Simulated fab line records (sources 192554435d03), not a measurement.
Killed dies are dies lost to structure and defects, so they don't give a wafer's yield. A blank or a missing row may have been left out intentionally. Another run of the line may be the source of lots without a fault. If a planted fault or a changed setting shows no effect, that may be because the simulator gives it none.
Chamber matching -- flow n5 finfet -- 4 sister chambers for N5_DUMMY_GATE_ETCH_29 on rie diel-06
The step etches underlayer in N2/H2, target depth 13 nm. 18 wafers are shown with their chamber, then 9 later ones without.

EACH WAFER AND ITS CHAMBER
wafer,chamber,showerhead plenum p Torr (Torr),drypump motor current A (A),rf vpp V (V)
L076.2,0,2.64,5.6,526.2
L076.3,3,2.51,6.2,523.3
L076.5,2,2.41,4.8,520.6
L077.3,1,2.38,5.5,518.8
L077.5,2,2.41,4.8,520.6
L077.6,3,2.51,6.2,523.4
L078.2,2,2.41,4.8,519.8
L078.4,0,2.64,5.6,525.7
L078.6,2,2.41,4.8,519.8
L086.1,0,2.63,5.6,525.7
L086.4,2,2.40,4.8,519.0
L086.6,2,2.40,4.8,520.8
L087.1,2,2.40,4.8,520.8
L087.4,0,2.63,5.6,526.6
L087.5,3,2.51,6.1,524.7
L090.1,3,2.50,6.2,522.4
L090.2,1,2.37,5.6,518.3
L090.6,0,2.63,5.6,526.3

SIGNATURES (averages over the wafers above)
reading,chamber 0,chamber 1,chamber 2,chamber 3,scatter within a chamber
showerhead plenum p Torr,2.6340,2.3750,2.4057,2.5075,0.00545
drypump motor current A,5.600,5.550,4.800,6.175,0.0299
rf vpp V,526.100,518.550,520.200,523.450,0.667
Rule: a wafer's distance from a chamber is the root of the sum, over the readings, of the square of ((its reading less the chamber's mean) divided by the reading's scatter). The wafer belongs to the nearest chamber; if the next one is less than 2 further off, it can't be placed. The scatter is the square root of a quotient: the sum, over the shown wafers, of each reading's squared deviation from its chamber's mean, divided by wafers minus chambers.

WAFERS WITHOUT THEIR CHAMBER
wafer,showerhead plenum p Torr (Torr),drypump motor current A (A),rf vpp V (V)
L092.1,2.50,6.2,522.9
L092.2,2.63,5.6,525.4
L092.6,2.50,6.2,522.1
L093.1,2.37,5.5,517.8
L093.4,2.72,4.8,526.7
L093.5,2.37,5.6,518.5
L096.2,2.37,5.6,518.7
L096.3,2.71,4.8,528.3
L096.5,2.50,6.2,523.5

WHICH CHAMBER EACH ONE RAN IN
wafer,from the rows above,in truth
L092.1,3,3
L092.2,0,0
L092.6,3,3
L093.1,1,1
L093.4,0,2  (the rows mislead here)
L093.5,1,1
L096.2,1,1
L096.3,0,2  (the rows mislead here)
L096.5,3,3
Correctly placed: 7 of 9. Can't be placed from these rows: 0. Wrongly placed: 2.
